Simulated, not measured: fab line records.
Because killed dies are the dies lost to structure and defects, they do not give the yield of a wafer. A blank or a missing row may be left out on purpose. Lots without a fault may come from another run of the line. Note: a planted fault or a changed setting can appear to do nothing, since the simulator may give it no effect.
Which tool is to blame?	flow nand harc	24 lots with 72 wafers sampled at 3 steps, on a route of 1302 steps

## WHAT EACH GAUGE READ, for each wafer
NHARC_A_CHANNEL_HOLE_D2_OVL_MEAS_11. Usual: overlay x nm -0.2 nm, standard deviation 1.1; overlay y nm 0.0 nm, standard deviation 0.88.
lot	measured	on	overlay x nm (nm)	overlay y nm (nm)	flag
L074	day 13 02:07	overlay-02	-0.5 -0.3 0.0	-0.1 -0.1 0.1	
L076	day 13 17:03	overlay-02	-2.2 -2.2 -2.3	-1.1 -0.9 -1.4	
L075	day 13 17:57	overlay-01	-0.4 -1.2 -0.7	0.9 0.9 0.2	
L077	day 14 06:34	overlay-02	-0.5 -0.7 -0.7	-0.9 -1.3 -1.8	
L078	day 14 18:57	overlay-01	-0.2 -0.4 -0.9	0.2 0.0 -0.2	
L079	day 15 06:44	overlay-01	-0.4 0.1 -0.6	-1.0 -1.2 -1.2	
L080	day 15 15:20	overlay-01	1.4 1.3 1.5	-0.3 -0.7 -0.1	
L082	day 16 03:01	overlay-01	0.0 0.4 1.0	0.4 1.1 0.5	
L081	day 16 03:10	overlay-01	-2.4 -2.3 -2.1	0.0 0.5 -0.4	
L084	day 17 05:59	overlay-02	-1.3 -0.8 -1.2	-0.6 -0.3 0.0	
L085	day 17 06:12	overlay-02	-0.7 -0.6 -0.3	1.6 1.1 1.4	
L083	day 17 06:45	overlay-01	1.2 1.2 1.6	0.6 0.6 0.9	
L087	day 18 10:01	overlay-01	-0.1 -0.5 -0.1	0.2 0.5 0.4	
L086	day 18 10:19	overlay-02	0.9 1.7 1.1	0.2 -0.5 0.7	
L088	day 19 01:56	overlay-02	-0.7 -0.6 -0.8	-0.6 -0.2 -0.2	
L089	day 19 03:41	overlay-02	0.7 0.5 0.0	-0.2 -0.9 -0.8	
L090	day 19 20:19	overlay-01	0.0 -0.1 0.4	0.1 0.1 0.6	
L091	day 20 05:32	overlay-02	0.8 0.9 0.8	1.0 0.0 0.5	
L093	day 20 21:17	overlay-01	-0.5 -0.1 -0.6	-0.7 -0.3 -0.5	
L092	day 20 21:44	overlay-01	1.3 1.1 0.8	-1.6 -0.9 -1.0	
L094	day 21 19:33	overlay-02	-1.6 -1.9 -1.6	3.0 1.7 2.4	
L096	day 22 08:20	overlay-01	1.2 1.1 0.8	0.7 0.1 0.7	
L095	day 22 09:03	overlay-01	1.1 1.6 1.8	-1.2 -0.9 -1.2	
L097	day 22 15:51	overlay-01	-0.4 -1.4 -0.6	-0.3 0.0 0.0	

NHARC_A_CHANNEL_HOLE_D2_CD_MEAS_31. Usual: cd nm reads 90.1 nm (standard deviation 0.87).
lot	measured	on	cd nm (nm)	flag
L074	day 13 09:05	cd sem-01	88.9 88.9 89.0	
L076	day 13 23:51	cd sem-02	89.2 89.1 90.0	
L075	day 14 00:44	cd sem-03	91.4 91.5 90.4	
L077	day 14 14:55	cd sem-02	88.9 90.0 89.5	
L078	day 15 02:54	cd sem-03	89.7 89.7 90.7	
L079	day 15 13:32	cd sem-02	90.6 89.6 90.5	
L080	day 15 22:08	cd sem-03	90.6 88.8 90.1	
L082	day 16 09:50	cd sem-03	90.9 89.4 90.2	
L081	day 16 13:29	cd sem-02	90.0 89.3 90.4	
L084	day 17 15:39	cd sem-01	91.1 90.9 90.4	
L085	day 17 17:10	cd sem-03	88.5 90.8 90.3	
L083	day 17 19:41	cd sem-01	90.3 90.6 90.9	
L087	day 18 20:20	cd sem-01	90.2 89.9 90.5	
L086	day 18 22:12	cd sem-03	90.5 91.0 90.0	
L088	day 19 10:25	cd sem-01	90.4 91.0 91.2	
L089	day 19 10:46	cd sem-03	90.7 90.5 89.5	
L090	day 20 03:08	cd sem-03	89.5 89.9 90.2	
L091	day 20 14:12	cd sem-02	90.5 90.7 89.5	
L093	day 21 05:35	cd sem-02	88.0 89.5 89.7	
L092	day 21 06:01	cd sem-01	91.4 90.6 90.9	
L094	day 22 02:20	cd sem-01	91.3 89.9 91.2	
L096	day 22 15:29	cd sem-02	89.2 87.9 90.0	
L095	day 22 16:04	cd sem-01	89.8 90.3 89.9	
L097	day 22 22:51	cd sem-02	90.2 90.6 90.0	

## EACH LOT AND THE TOOL THAT RAN IT (in order: tool; ch and the chambers of the sampled wafers; start)
lot	NHARC_A_CHANNEL_HOLE_D2_ETCH_26
L074	har etch-01 ch 0,1, day 13 07:20
L076	har etch-01 ch 0,1, day 13 22:12
L075	har etch-02 ch 0,1, day 13 23:01
L077	har etch-02 ch 0,1, day 14 11:38
L078	har etch-01 ch 0,1, day 15 01:10
L079	har etch-01 ch 0,1, day 15 11:51
L080	har etch-01 ch 0,1, day 15 20:24
L082	har etch-01 ch 0,1, day 16 08:07
L081	har etch-02 ch 0,1, day 16 11:44
L084	har etch-02 ch 0,1, day 17 15:39 or earlier
L085	har etch-01 ch 0,1, day 17 15:28
L083	har etch-02 ch 0, day 17 17:59
L087	har etch-02 ch 0,1, day 18 18:38
L086	har etch-01 ch 0, day 18 20:29
L088	har etch-02 ch 0,1, day 19 08:43
L089	har etch-01 ch 0,1, day 19 09:02
L090	har etch-02 ch 1, day 20 01:23
L091	har etch-01 ch 0,1, day 20 12:26
L093	har etch-02 ch 0,1, day 21 03:50
L092	har etch-01 ch 0,1, day 21 04:19
L094	har etch-02 ch 0,1, day 22 00:39
L096	har etch-01 ch 0,1, day 22 13:38
L095	har etch-02 ch 1, day 22 14:21
L097	har etch-01 ch 0, day 22 21:07
- NHARC_A_CHANNEL_HOLE_D2_ETCH_26: etches the open film in C4F8/O2/Ar, time 224.1 s, target depth 300 nm.

## AS READ BY THE TOOLS THEMSELVES (means over the sampled wafers that have a number; for cases with no such wafer, the mark the record gives instead)
NHARC_A_CHANNEL_HOLE_D2_ETCH_26. Usual: bias v 300.1 V, standard deviation 2.7; drypump motor current A 5.8 A, standard deviation 0.31; showerhead plenum p Torr 3.73 Torr, standard deviation 0.13; throttle valve pct 24.585 %, standard deviation 0.0097.
lot	tool	bias v (V)	drypump motor current A (A)	showerhead plenum p Torr (Torr)	throttle valve pct (%)	flag
L074	har etch-01	299.4	5.9	3.73	24.592	
L076	har etch-01	298.3	5.9	3.72	24.592	
L075	har etch-02	301.4	6.0	3.68	24.580	
L077	har etch-02	300.0	6.0	3.68	24.586	
L078	har etch-01	300.7	5.7	3.68	24.576	
L079	har etch-01	301.1	5.9	3.71	24.579	
L080	har etch-01	300.7	5.7	3.68	24.590	
L082	har etch-01	299.4	5.7	3.68	24.573	
L081	har etch-02	301.8	5.8	3.56	24.582	
L084	har etch-02	302.4	5.8	3.91	24.578	
L085	har etch-01	300.8	5.9	3.69	24.588	
L083	har etch-02	297.1	6.2	3.75	24.580	
L087	har etch-02	299.8	5.9	3.90	24.593	
L086	har etch-01	298.1	6.0	3.71	24.580	
L088	har etch-02	297.0	5.8	3.89	24.581	
L089	har etch-01	298.5	5.6	3.65	24.582	
L090	har etch-02	301.4	5.7	3.96	24.575	
L091	har etch-01	302.3	5.7	3.64	24.589	
L093	har etch-02	301.6	6.0	3.79	24.583	
L092	har etch-01	299.6	5.8	3.66	24.590	
L094	har etch-02	301.2	5.9	3.87	24.589	
L096	har etch-01	299.8	5.9	3.66	24.588	
L095	har etch-02	297.7	5.6	3.94	24.592	
L097	har etch-01	297.2	6.0	3.67	24.586	

## THE ANSWER, worked out from the rows above alone
Rule: a lot counts as off when the mean over its wafers that have a number is more than 3 standard deviations away from the usual mean. Also off: a lot with no number at a reading for which 4 or more lots have one. The other lots that the step has rows for count as sound. The gauges are gone through in route order, then the tools' own readings, and for those a lot's mean is taken as printed above. The first step at which some lot is off is used, and at that step the reading that is off furthest; a lot without a number counts as furthest.
Nothing can be told from this: no lot is off at any reading shown.

## WHAT WAS PUT IN BY THE SIMULATOR
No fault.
